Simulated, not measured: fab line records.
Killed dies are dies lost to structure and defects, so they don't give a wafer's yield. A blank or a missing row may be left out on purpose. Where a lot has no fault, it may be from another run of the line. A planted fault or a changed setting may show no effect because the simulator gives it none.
Struck lot and sound lot, side by side | flow n5_finfet | 37 steps out of a route of 1938
Sound: wafers L711.1, L711.2, L711.6. Struck: wafer L709.3; the same lot's L709.6 was not struck, so it is left out; see the end for the cause.
For every step that has rows: the tool of each side, followed by ch and its chambers, followed by its first start. Under that, the readings that differ: sound wafers | struck wafers | difference of the means | sigmas: that difference in standard deviations of wafers without a fault.
alike: a reading whose means differ by less than 2 such deviations, as well as words and numbers matching on both sides. not compared: withheld readings; readings where some wafer has no value; bounds like >300 that might hide an equal value; numbers whose values overlap and for which the record gives no deviation.
A row with sigmas, a row that says differs or no value, or rows on one side alone: a step with any of these is where the two part. Numbers that have no deviation but don't overlap get no sigmas and don't part them. A reading missing from all wafers of one side parts the sides only when that side holds two or more wafers.

first, 9 steps without rows for these wafers: N5_WELL_APT_DESCUM_30 (chemistry O2, time 7.9 s); N5_WELL_APT_IMPLANT_31; N5_WELL_APT_IMPLANT_32; N5_WELL_APT_STRIP_33 (strips in SPM, time 900 s); N5_WELL_APT_RTA_34 (time 10 s); N5_WELL_APT_OXIDE_STRIP_42 (strips SiO2 in dHF, time 45 s, target depth 12 nm); N5_WELL_APT_PRECLEAN_36 (cleans in O3/DIW, time 45 s); N5_WELL_APT_PRECLEAN_39 (cleans in dHF, time 60 s); N5_WELL_APT_SRD_37 (time 30 s).
N5_WELL_APT_EPI_41: deposits Si from SiH4/H2, target thk 50 nm, time 297.7 s.
  sound on epi_rpcvd-01 ch 0, day 7 04:26; struck on epi_rpcvd-03 ch 0, day 6 16:46
  reading                                 | sound             | struck | difference | sigmas
  run_length_s (s)                        | 363 364 363       | 554    | +191       | +52
  throttle_valve_pct (%)                  | 11.2 10.8 11.0    | 12.0   | +1.0       | +2
  model.Si_of_WELL_APT_EPI_41.thk_nm (nm) | 49.58 49.57 50.17 | 84.15  | +34.38     |
  alike: lamp_inner_pct, susceptor_temp_C_max
then, 24 steps without rows for these wafers: N5_PMOS_HMC_CHANNEL_EPI_HM_DEP_34 (deposits SiO2 from TEOS/O2, target thk 36 nm, time 6.9 s); N5_PMOS_HMC_CHANNEL_EPI_COAT_31 (time 60 s, resist thk 66 nm); N5_PMOS_HMC_CHANNEL_EPI_COAT_03 (resist thk 205 nm); N5_PMOS_HMC_CHANNEL_EPI_EBR_05; N5_PMOS_HMC_CHANNEL_EPI_SOFTBAKE_04 (time 60 s); N5_PMOS_HMC_CHANNEL_EPI_EXPOSE_06 (exposes mask PMOS HMC BLK, target cd 240 nm); N5_PMOS_HMC_CHANNEL_EPI_PEB_07 (peb time 60 s); N5_PMOS_HMC_CHANNEL_EPI_DEVELOP_08 (develop time 30 s); N5_PMOS_HMC_CHANNEL_EPI_DESCUM_14 (chemistry O2, time 7.9 s); N5_PMOS_HMC_CHANNEL_EPI_ETCH_32 (etches BARC in N2/H2, stops on SiO2, target depth 85.8 nm, time 50.3 s); N5_PMOS_HMC_CHANNEL_EPI_HM_OPEN_15 (chemistry CHF3/O2, target SiO2, target depth 40.6 nm, time 20.3 s); N5_PMOS_HMC_CHANNEL_EPI_STRIP_33 (strips in N2/H2); N5_PMOS_HMC_CHANNEL_EPI_STRIP_17 (strips in SPM, time 750 s); N5_PMOS_HMC_CHANNEL_EPI_ETCH_38 (etches SiO2 in CF4, target depth 1.5 nm); N5_PMOS_HMC_CHANNEL_EPI_FIN_RECESS_16 (chemistry HBr/Cl2, target Si, target depth 54 nm, time 18 s); N5_PMOS_HMC_CHANNEL_EPI_PRECLEAN_36 (cleans in O3/DIW, time 45 s); N5_PMOS_HMC_CHANNEL_EPI_PRECLEAN_18 (cleans in DHF, time 30 s); N5_PMOS_HMC_CHANNEL_EPI_SRD_19 (time 30 s); N5_PMOS_HMC_CHANNEL_EPI_EPI_20 (deposits SiGe30, target thk 59 nm); N5_PMOS_HMC_CHANNEL_EPI_HM_STRIP_35 (strips SiO2 in dHF, material SiO2, target depth 39.6 nm, time 216 s); N5_PMOS_HMC_CHANNEL_EPI_SRD_39 (time 30 s); N5_PMOS_HMC_CHANNEL_EPI_CMP_21 (polishes SiGe30, target thk 54 nm); N5_PMOS_HMC_CHANNEL_EPI_PRECLEAN_40 (cleans in DHF, time 30 s); N5_PMOS_HMC_CHANNEL_EPI_PRECLEAN_37 (cleans in O3/DIW, time 45 s).
N5_SD_EPI_N_STRIP_18: strips in SPM, time 750 s.
  sound on wet_bench-01 ch 1,4,5, day 8 16:52; struck on wet_bench-01 ch 5, day 8 03:44
  reading                                 | sound   | struck | difference | sigmas
  model.Si_of_WELL_APT_EPI_41.thk_nm (nm) | 7 8.2 9 | 41.6   | +33.5      |
-- the record jumps here: 5 days lie between the struck wafers' starts before and after (it left off in module SD_EPI_N and takes up again in module BEOL_M4, whose first step shown is number 1111 of the route) --
N5_BEOL_M4_RC_MEAS_101:
  sound on prober-02 ch 0, day 14 10:24; struck on prober-01 ch 0, day 13 12:31
  reading            | sound             | struck | difference | sigmas
  CJ_N               | 4.47 4.35 4.29    | 2.54   | -1.83      | -24
  CJ_P               | 5.82 5.98 6.15    | 2.23   | -3.75      | -20
  DIBL_N (mV/V)      | 37.6 36.5 34.7    | 74.9   | +38.6      | +23
  DIBL_P (mV/V)      | 36.5 35.1 33.8    | 49.4   | +14.3      | +7
  IOFF_N (nA/um)     | 0.18 0.15 0.13    | 6.45   | +6.30      | +99 or more
  IOFF_N_85C (nA/um) | 3.5 3.0 2.7       | 68.0   | +64.9      | +99 or more
  IOFF_N_LIN (nA/um) | 0.083 0.072 0.065 | 0.297  | +0.224     | +17
  IOFF_P (nA/um)     | 0.24 0.22 0.19    | 1.35   | +1.13      | +32
  IOFF_P_85C (nA/um) | 4.0 3.7 3.4       | 17.2   | +13.5      | +26
  IOFF_P_LIN (nA/um) | 0.112 0.105 0.098 | 0.209  | +0.104     | +8
  RS_NWELL (ohm/sq)  | 1031 1015 1036    | 970    | -57        | -8
  RS_PWELL (ohm/sq)  | 3024 3012 3023    | 2309   | -711       | -30
  SS_N (mV/dec)      | 72.3 72.0 70.6    | 117.9  | +46.3      | +69
  SS_P (mV/dec)      | 73.6 72.8 73.1    | 87.4   | +14.2      | +22
  alike: ION_N, ION_P, VT_N, VT_P
-- the record jumps here: 4 days lie between the struck wafers' starts before and after (it left off in module BEOL_M4 and takes up again in module PASSIVATION, whose first step shown is number 1936 of the route) --
N5_PASSIVATION_PROBE_49:
  sound on prober-02 at day 19 02:37; struck on prober-01 at day 17 23:47
  reading                | sound          | struck | difference | sigmas
  killed_at_contacts     | 11 3 5         | 21     | +15        | +2
  killed_short           | 49 43 47       | 32     | -14        | -2
  sort_bin_4_leakage (%) | 0 0 0          | 92.46  | +92.46     | +99 or more
  sort_n_pass            | 1079 1097 1074 | 0      | -1083      | -72
  sort_yield_pct (%)     | 91.4 93.0 91.0 | 0      | -92        | -71
  alike: defect_limited_yield, killed_at_M0_to_M3, killed_at_M4_up, killed_at_front_end, killed_at_other, killed_dies, killed_open, sort_bin_5_function, sort_bin_6_memory, sort_bin_8_speed

== WHERE THEY PART ==
Last at N5_PASSIVATION_PROBE_49 as far as this record goes, first at N5_WELL_APT_EPI_41.

WHY: the cause the simulator had injected
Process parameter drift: epi_rpcvd-03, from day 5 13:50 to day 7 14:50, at N5_WELL_APT_EPI_41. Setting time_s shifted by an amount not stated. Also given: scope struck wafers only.
